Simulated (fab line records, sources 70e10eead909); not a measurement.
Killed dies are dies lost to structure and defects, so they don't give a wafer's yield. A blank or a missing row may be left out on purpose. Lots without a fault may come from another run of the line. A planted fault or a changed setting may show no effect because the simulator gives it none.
A struck lot beside a sound one | flow nand_harc | 22 steps out of a route of 1159
Sound: wafers L970.1, L970.5, L970.6. Struck: wafers L984.2, L984.5, L984.6. The cause comes at the end.
At each step with rows: each side's tool, then ch and its chambers, then its first start. Under that, the readings that differ: sound wafers | struck wafers | difference of the means | sigmas: that difference in standard deviations of wafers without a fault.
alike: readings whose means differ by less than 2 such deviations, and words and numbers that are the same on both sides. not compared: withheld readings, readings that some wafer has no value for, bounds like >300 that may hide the same value, and numbers for which the record gives no deviation and whose values overlap.
The two part at a step that has a row with sigmas, a row that says differs or no value, or rows on one side only. Numbers that don't overlap but have no deviation are shown without sigmas and don't part them. A reading that every wafer of one side lacks parts them only if that side has two wafers or more.

NHARC_A_CONTACT_CMP_20: polishes, t overpolish 30 s, target thk 300 nm.
  sound on cmp-01 ch 1,2,3, day 18 04:31; struck on cmp-01 ch 1,2, day 21 13:50
  alike: motor_current_A, overpolish_run_s, time_to_endpoint_s
  not compared: pad_life_wafers
then, 1 step without rows for these wafers: NHARC_A_CONTACT_SRD_22.
NHARC_A_CONTACT_INSPECT_23:
  sound on defect_inspect-02, day 18 04:51; struck on defect_inspect-01, day 21 14:15
  alike: raw_defect_count
then, 8 steps without rows for these wafers: NHARC_A_BLC_DEHYDRATE_00 (time 120 s); NHARC_A_BLC_HMDS_01 (time 30 s); NHARC_A_BLC_COAT_02 (time 75 s); NHARC_A_BLC_COAT_03 (time 65 s); NHARC_A_BLC_COAT_04 (resist thk 90 nm); NHARC_A_BLC_SOFTBAKE_05 (time 55 s); NHARC_A_BLC_EBR_06; NHARC_A_BLC_EXPOSE_07 (exposes mask A BLC, target cd 100 nm).
NHARC_A_BLC_PEB_08: peb time 65 s.
  sound on litho_track-06 ch 0, day 18 05:09; struck on litho_track-06 ch 0, day 21 14:41
then, 1 step without rows for these wafers: NHARC_A_BLC_DEVELOP_09 (develop time 35 s).
NHARC_A_BLC_CD_MEAS_10: target cd 100 nm.
  sound on cd_sem-03 ch 0, day 18 05:14; struck on cd_sem-01 ch 0, day 21 14:46
  reading    | sound          | struck            | difference | sigmas
  cd_nm (nm) | 98.8 99.7 99.0 | 103.9 103.0 103.0 | +4.1       | +6
NHARC_A_BLC_OVL_MEAS_11:
  sound on overlay-02, day 18 05:19; struck on overlay-01, day 21 14:51
  alike: overlay_x_nm, overlay_y_nm
NHARC_A_BLC_INSPECT_12:
  sound on defect_inspect-01, day 18 05:22; struck on defect_inspect-01, day 21 14:53
  alike: raw_defect_count
NHARC_A_BLC_DESCUM_15: chemistry O2, time 3 s.
  sound on rie_diel-04 ch 0,2,3, day 18 05:25; struck on rie_diel-04 ch 0,1,3, day 21 14:58
  reading                | sound             | struck            | difference | sigmas
  rf_vpp_V (V)           | 59.5 58.9 57.5    | 55.7 57.0 57.5    | -1.9       | -2
  model.A_BLC.cd_nm (nm) | 99.31 100.4 98.32 | 104.4 103.9 102.8 | +4.4       |
  alike: drypump_motor_current_A, oes_product_au, showerhead_plenum_p_Torr, throttle_valve_pct
  not compared: rf_hours_counter_h
NHARC_A_BLC_ETCH_16: etches the open film in CF4, target depth 39 nm, time 65 s.
  sound on rie_diel-04 ch 0,2,3, day 18 05:32; struck on rie_diel-04 ch 0,1, day 21 15:02
  reading               | sound             | struck            | difference | sigmas
  oes_product_au (a.u.) | 0.991 0.991 1.016 | 1.019 1.022 1.029 | +0.024     | +2
  alike: drypump_motor_current_A, rf_vpp_V, showerhead_plenum_p_Torr, throttle_valve_pct
  not compared: rf_hours_counter_h
NHARC_A_BLC_ETCH_17: etches the open film in N2/H2, target depth 390 nm, time 609.38 s.
  sound on rie_diel-04 ch 0,2; struck on rie_diel-04 ch 1,2,3
  reading               | sound             | struck            | difference | sigmas
  oes_product_au (a.u.) | 0.986 0.993 0.983 | 1.017 1.000 1.021 | +0.025     | +2
  alike: drypump_motor_current_A, rf_vpp_V, showerhead_plenum_p_Torr, throttle_valve_pct
  not compared: rf_hours_counter_h
NHARC_A_BLC_ETCH_18: etches the open film in C4F8/O2/Ar, target depth 910 nm.
  sound on rie_diel-04 ch 2,3; struck on rie_diel-04 ch 1,2
  alike: oes_product_au, rf_vpp_V
  not compared: rf_hours_counter_h, model.A_BLC.cd_nm
NHARC_A_BLC_CD_MEAS_19:
  sound on cd_sem-03, day 18 06:34; struck on cd_sem-02, day 21 15:58
  alike: cd_nm
NHARC_END_SORT_01:
  the record has rows for the struck wafers here (prober-01 ch 0, day 23 13:46) and none for the sound ones

WHERE THEY PART
First at NHARC_A_BLC_CD_MEAS_10; last, within this record, at NHARC_END_SORT_01.

WHY: what the simulator had put in
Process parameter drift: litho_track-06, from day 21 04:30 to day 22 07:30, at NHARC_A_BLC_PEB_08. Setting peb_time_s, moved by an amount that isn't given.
